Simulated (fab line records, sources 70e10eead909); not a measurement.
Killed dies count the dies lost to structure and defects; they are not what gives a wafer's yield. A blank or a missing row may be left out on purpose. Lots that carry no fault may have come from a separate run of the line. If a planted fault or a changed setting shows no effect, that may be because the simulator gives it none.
Matching of chambers | flow nand_harc | 3 sister chambers for NHARC_A_STAIRCASE_DEP_471 on pecvd-04
The step deposits SiO2, target thk 100 nm. 6 wafers are shown with their chamber, then 9 later ones without.

## EACH WAFER AND ITS CHAMBER
wafer  | chamber | heater_power_w (W) | throttle_valve_pct (%)
L078.1 | 0       | 518                | 16.1
L080.3 | 0       | 559                | 15.7
L089.4 | 1       | 533                | 15.9
L091.3 | 2       | 839                | 17.9
L091.4 | 2       | 834                | 17.6
L091.6 | 1       | 534                | 16.1

## WAFERS WHOSE CHAMBER IS MISSING
wafer  | heater_power_w (W) | throttle_valve_pct (%)
L092.2 | 560                | 16.1
L092.4 | 566                | 16.0
L092.6 | 591                | 16.4
L093.2 | 540                | 15.9
L093.5 | 543                | 16.1
L093.6 | 431                | 15.8
L095.2 | 495                | 15.8
L095.4 | 628                | 15.9
L095.6 | 787                | 17.2

## EACH ONE'S CHAMBER
wafer  | from the rows above     | in truth
L092.2 | can't be placed: 0 or 1 | 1
L092.4 | can't be placed: 0 or 1 | 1
L092.6 | can't be placed: 0 or 1 | 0
L093.2 | can't be placed: 0 or 1 | 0
L093.5 | can't be placed: 1 or 0 | 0
L093.6 | can't be placed: 1 or 0 | 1
L095.2 | can't be placed: 1 or 0 | 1
L095.4 | can't be placed: 0 or 1 | 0
L095.6 | 2                       | 2
1 of 9 placed correctly. Cannot be placed on the basis of these rows: 8; the candidates contain the true chamber in 8. Placed wrongly: 0.
How it was worked out, from the rows above alone: a wafer's distance from a chamber is the root of the sum, over the readings, of the square of ((its reading less the chamber's mean) divided by the reading's scatter). The wafer belongs to the nearest chamber; if the next one is less than 2 further off, it can't be placed. For every chamber, the mean is computed from those of its wafers that are shown. The scatter is the square root of a quotient: the sum, over the shown wafers, of each reading's squared deviation from its chamber's mean, divided by wafers minus chambers.
